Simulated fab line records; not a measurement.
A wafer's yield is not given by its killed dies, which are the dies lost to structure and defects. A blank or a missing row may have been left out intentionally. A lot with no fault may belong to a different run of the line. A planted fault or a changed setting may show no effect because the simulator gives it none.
Matching of chambers | flow nand-harc | 3 sister chambers for NHARC_A_STAIRCASE_DEP_322 on pecvd-03
The step deposits SiO2, target thk 7200 nm. 6 wafers are shown with their chamber, then 9 later ones without.

## WAFERS WITH THEIR CHAMBER
wafer  | chamber | heater-power-w (W) | heater-power-outer-w (W)
L091.1 | 0       | 764                | 456
L091.3 | 1       | 670                | 376
L091.4 | 0       | 668                | 379
L092.1 | 2       | 865                | 468
L092.3 | 1       | 669                | 395
L092.4 | 2       | 686                | 350

## WAFERS WITH NO CHAMBER GIVEN
wafer  | heater-power-w (W) | heater-power-outer-w (W)
L093.2 | 692                | 403
L093.4 | 551                | 295
L093.5 | 695                | 345
L096.1 | 775                | 487
L096.3 | 772                | 411
L096.4 | 670                | 381
L097.3 | 801                | 448
L097.4 | 666                | 392
L097.6 | 548                | 296

## WHICH CHAMBER EACH WENT THROUGH
wafer  | from the rows above          | in truth
L093.2 | can't be placed: 0 or 1 or 2 | 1
L093.4 | can't be placed: 1 or 0 or 2 | 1
L093.5 | can't be placed: 1 or 0 or 2 | 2
L096.1 | can't be placed: 2 or 0 or 1 | 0
L096.3 | can't be placed: 2 or 0 or 1 | 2
L096.4 | can't be placed: 1 or 0 or 2 | 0
L097.3 | can't be placed: 2 or 0 or 1 | 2
L097.4 | can't be placed: 1 or 0 or 2 | 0
L097.6 | can't be placed: 1 or 0 or 2 | 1
Placed correctly: 0 of 9. Not placeable from these rows: 9 (in 9, the candidates include the true chamber). Wrongly placed: 0.
How it was worked out, from the rows above alone: a wafer's distance from a chamber is the root of the sum, over the readings, of the square of ((its reading less the chamber's mean) divided by the reading's scatter). If the next closest chamber is less than 2 further off than the closest, the wafer can't be placed; otherwise it belongs to the closest. Each chamber's mean is taken over the wafers shown for it. How the scatter is found: for the shown wafers, subtract from each reading the mean of its chamber, square and add these, divide the total by (wafers less chambers), then take the root.
